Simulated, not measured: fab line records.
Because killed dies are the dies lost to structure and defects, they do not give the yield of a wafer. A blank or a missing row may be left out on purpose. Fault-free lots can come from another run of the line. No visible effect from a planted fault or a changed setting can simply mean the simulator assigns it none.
Chamber matching -- flow n5_finfet -- 4 sister chambers for N5_BEOL_M0_SAQP_MANDREL1_REMOVE_100 on rie_si-03
The step chemistry HBr/Cl2/O2, target a-Si, stops on SiNx, bt time 10 s. 8 wafers are shown with their chamber, then 7 later ones without.

WAFERS PAIRED WITH THEIR CHAMBERS
wafer,chamber,drypump_motor_current_A (A),oes_product_au (a.u.)
L077.5,2,5.2,1.000
L086.5,2,5.1,1.022
L091.6,1,5.3,1.005
L092.1,0,5.1,0.988
L092.2,3,5.5,1.007
L092.6,0,5.1,0.984
L094.1,3,5.5,1.004
L094.2,1,5.3,0.999

WAFERS WITH NO CHAMBER GIVEN
wafer,drypump_motor_current_A (A),oes_product_au (a.u.)
L094.5,5.1,1.009
L095.2,5.3,0.997
L095.5,5.2,1.009
L095.6,5.5,1.002
L097.2,5.1,0.998
L097.3,5.5,1.015
L097.6,5.5,0.999

WHICH CHAMBER EACH ONE RAN IN
wafer,from the rows above,in truth
L094.5,can't be placed: 2 or 0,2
L095.2,1,1
L095.5,can't be placed: 2 or 1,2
L095.6,3,3
L097.2,can't be placed: 0 or 2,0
L097.3,3,3
L097.6,3,3
Correct placement for 4 of the 7. Unplaceable from these rows: 3, with the true chamber sitting among the candidates in 3. 0 placed wrongly.
How it was worked out, from the rows above alone: a wafer's distance from a chamber is the root of the sum, over the readings, of the square of ((its reading less the chamber's mean) divided by the reading's scatter). If the next closest chamber is less than 2 further off than the closest, the wafer can't be placed; otherwise it belongs to the closest. Each chamber's mean is taken over the wafers shown for it. The scatter: the root of (the sum of the squares of (reading less its chamber's mean) over the shown wafers, divided by (wafers less chambers)).
